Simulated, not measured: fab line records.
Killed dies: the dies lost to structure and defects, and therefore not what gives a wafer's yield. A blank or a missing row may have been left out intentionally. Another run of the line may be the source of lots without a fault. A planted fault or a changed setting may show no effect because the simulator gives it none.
The tool behind it: which one? -- flow nand-harc -- 14 lots with 42 wafers sampled at 5 steps, on a route of 1159 steps

## WHAT THE GAUGES READ, wafer by wafer
NHARC_END_SORT_01. Usual: killed-at-array 27, standard deviation 11; killed-at-other 0.8, standard deviation 1.4; killed-at-periphery 3.3, standard deviation 2; killed-dies 31, standard deviation 11; killed-open 3.4, standard deviation 1.8; killed-short 2.1, standard deviation 1.3.
lot,measured,on,killed-at-array,killed-at-other,killed-at-periphery,killed-dies,killed-open,killed-short,flag
L323,day 19 22:22,prober-01,20 27 28,0 0 0,6 2 2,26 29 30,4 3 3,3 2 1,
L324,day 20 06:58,prober-01,28 29 24,1 1 2,2 3 1,31 33 27,2 4 4,5 2 1,
L326,day 20 14:24,prober-02,18 22 20,0 0 0,5 1 6,23 23 26,4 5 7,5 4 3,
L328,day 21 04:47,prober-01,29 33 22,0 0 0,1 2 5,30 35 27,3 1 6,1 5 0,
L332,day 21 16:49,prober-01,55 33 32,0 1 0,1 1 3,56 35 35,3 1 4,2 2 2,
L333,day 22 00:38,prober-02,23 20 25,0 0 0,5 6 4,28 26 29,3 4 4,3 1 0,
L334,day 22 04:15,prober-01,20 12 13,0 2 0,2 6 6,22 20 19,3 5 1,2 2 3,
L335,day 22 09:11,prober-02,45 38 40,0 0 0,1 4 1,46 42 41,3 3 2,2 2 2,
L336,day 22 17:00,prober-02,14 20 15,1 0 0,4 0 4,19 20 19,3 3 6,5 3 4,
L343,day 24 08:11,prober-01,72 88 76,0 1 0,2 3 2,74 92 78,1 2 3,1 3 0,OFF
L344,day 24 15:59,prober-02,84 80 90,0 1 1,4 4 2,88 85 93,5 2 5,2 3 1,OFF
L346,day 24 23:53,prober-01,49 67 69,0 0 1,6 2 2,55 69 72,2 3 5,1 0 1,OFF

## WHICH TOOL RAN EACH LOT (tool, then ch and the chambers of the sampled wafers, then the start)
lot,NHARC_A_CONTACT_ETCH_112,NHARC_THIN_TSV_PVD_19,NHARC_THIN_TSV_DEGAS_53,NHARC_THIN_TSV_STRIP_56
L323,"har-cap-etch-01 ch 0,1, day 16 10:20","pvd-sputter-01, day 19 05:54 or earlier","pvd-sputter-03, day 19 05:54","plasma-asher-01 ch 1, day 19 07:44"
L324,"har-cap-etch-02 ch 0,1, day 16 14:48","pvd-sputter-03, day 19 10:51 or earlier","pvd-sputter-02, day 19 10:51","plasma-asher-01 ch 0,1, day 19 12:50"
L325,"har-cap-etch-01 ch 0, day 17 08:08","pvd-sputter-03, day 19 20:26 or earlier","pvd-sputter-02, day 19 20:26","plasma-asher-02 ch 0, day 19 22:17"
L326,"har-cap-etch-01 ch 0,1, day 17 17:14","pvd-sputter-01, day 20 03:56 or earlier","pvd-sputter-01, day 20 03:56","plasma-asher-02 ch 0,1, day 20 05:43"
L329,"har-cap-etch-03 ch 0,1, day 18 00:52","pvd-sputter-01, day 20 10:26 or earlier","pvd-sputter-02, day 20 10:26","plasma-asher-01 ch 0,1, day 20 12:16"
L328,"har-cap-etch-03 ch 0,1, day 18 07:08","pvd-sputter-02, day 20 13:29 or earlier","pvd-sputter-01, day 20 13:29","plasma-asher-02 ch 0,1, day 20 15:26"
L332,"har-cap-etch-02 ch 0,1, day 18 17:44","pvd-sputter-01, day 21 06:58 or earlier","pvd-sputter-01, day 21 06:58","plasma-asher-01 ch 1, day 21 08:46"
L333,"har-cap-etch-02 ch 0,1, day 18 21:41","pvd-sputter-02, day 21 09:13 or earlier","pvd-sputter-02, day 21 09:13","plasma-asher-01 ch 0,1, day 21 10:51"
L334,"har-cap-etch-01 ch 0,1, day 19 07:07","pvd-sputter-01, day 21 16:34 or earlier","pvd-sputter-03, day 21 16:34","plasma-asher-02 ch 0,1, day 21 18:26"
L335,"har-cap-etch-01 ch 0,1, day 19 13:01","pvd-sputter-03, day 21 17:16 or earlier","pvd-sputter-02, day 21 17:16","plasma-asher-01 ch 0,1, day 21 19:16"
L336,"har-cap-etch-02 ch 0,1, day 19 17:16","pvd-sputter-01, day 22 00:26 or earlier","pvd-sputter-02, day 22 00:26","plasma-asher-01 ch 0,1, day 22 02:04"
L343,"har-cap-etch-02 ch 0,1, day 21 08:32","pvd-sputter-03, day 23 22:10 or earlier","pvd-sputter-02, day 23 22:10","plasma-asher-01 ch 0,1, day 24 00:05"
L344,"har-cap-etch-02 ch 1, day 21 18:31","pvd-sputter-01, day 24 03:28 or earlier","pvd-sputter-03, day 24 03:28","plasma-asher-01 ch 0,1, day 24 05:13"
L346,"har-cap-etch-02 ch 0,1, day 22 00:05","pvd-sputter-01, day 24 10:23 or earlier","pvd-sputter-03, day 24 10:23","plasma-asher-02 ch 0,1, day 24 12:19"
- NHARC_A_CONTACT_ETCH_112: etches the open film in C4F8/O2/Ar, time 94 s, target depth 922 nm.
- NHARC_THIN_TSV_PVD_19: deposits TaN, target thk 20 nm.
- NHARC_THIN_TSV_DEGAS_53: time 60 s.
- NHARC_THIN_TSV_STRIP_56: strips in O2.

## WHAT THE TOOLS THEMSELVES READ (means of the sampled wafers that have a number; where no wafer has one, the mark that the record gives instead)
NHARC_THIN_TSV_PVD_19. Usual: throttle-valve-pct reads 30.0 % (standard deviation 0.72).
lot,tool,throttle-valve-pct (%),flag
L323,pvd-sputter-01,29.6,
L324,pvd-sputter-03,30.7,
L325,pvd-sputter-03,29.8,
L326,pvd-sputter-01,29.6,
L329,pvd-sputter-01,29.5,
L328,pvd-sputter-02,29.0,
L332,pvd-sputter-01,29.7,
L333,pvd-sputter-02,30.0,
L334,pvd-sputter-01,29.7,
L335,pvd-sputter-03,30.0,
L336,pvd-sputter-01,29.9,
L343,pvd-sputter-03,30.1,
L344,pvd-sputter-01,30.3,
L346,pvd-sputter-01,30.5,

NHARC_THIN_TSV_DEGAS_53. Usual: heater-power-w reads 485 W (standard deviation 34).
lot,tool,heater-power-w (W),flag
L323,pvd-sputter-03,489,
L324,pvd-sputter-02,482,
L325,pvd-sputter-02,504,
L326,pvd-sputter-01,460,
L329,pvd-sputter-02,487,
L328,pvd-sputter-01,462,
L332,pvd-sputter-01,457,
L333,pvd-sputter-02,512,
L334,pvd-sputter-03,489,
L335,pvd-sputter-02,521,
L336,pvd-sputter-02,501,
L343,pvd-sputter-02,491,
L344,pvd-sputter-03,488,
L346,pvd-sputter-03,484,

NHARC_THIN_TSV_STRIP_56. Usual: drypump-motor-current-A 5.6 A, standard deviation 0.41; heater-power-w 304 W, standard deviation 19.
lot,tool,drypump-motor-current-A (A),heater-power-w (W),flag
L323,plasma-asher-01,5.3,317,
L324,plasma-asher-01,5.8,329,
L325,plasma-asher-02,5.1,287,
L326,plasma-asher-02,5.4,285,
L329,plasma-asher-01,5.8,318,
L328,plasma-asher-02,5.7,284,
L332,plasma-asher-01,5.3,304,
L333,plasma-asher-01,5.5,314,
L334,plasma-asher-02,5.4,287,
L335,plasma-asher-01,5.5,309,
L336,plasma-asher-01,5.8,317,
L343,plasma-asher-01,5.8,324,
L344,plasma-asher-01,5.8,322,
L346,plasma-asher-02,5.4,280,

## THE ANSWER, worked out from the rows above alone
Rule: a lot is off if the mean of its wafers that have a number lies more than 3 standard deviations from the usual mean. A lot without any number at a reading at which 4 lots or more have one is off too. Where the step has rows for the other lots, those lots are counted as sound. The gauges are gone through in route order, then the tools' own readings, and for those a lot's mean is taken as printed above. The first step at which some lot is off is used, and at that step the reading that is off furthest; a lot without a number counts as furthest.
Off, at NHARC_END_SORT_01 on killed-at-array: L343, L344, L346. Neither off nor sound, because the step has no rows for them: L325, L329.
If a tool, at a process step before that reading, ran all the lots that are off and no sound lot after the first of them, it fits. The gauges at NHARC_END_SORT_01 are tried like those tools. NHARC_THIN_TSV_PVD_19 gives no start for some lots, so the hours and the order of its lots are those of NHARC_THIN_TSV_DEGAS_53. One candidate fits, namely har-cap-etch-02 at NHARC_A_CONTACT_ETCH_112. Its last sound lot is L336 (day 19 17:16), its first lot that is off L343 (day 21 08:32): a fault that began between those two fits.

## WHAT THE SIMULATOR PUT IN
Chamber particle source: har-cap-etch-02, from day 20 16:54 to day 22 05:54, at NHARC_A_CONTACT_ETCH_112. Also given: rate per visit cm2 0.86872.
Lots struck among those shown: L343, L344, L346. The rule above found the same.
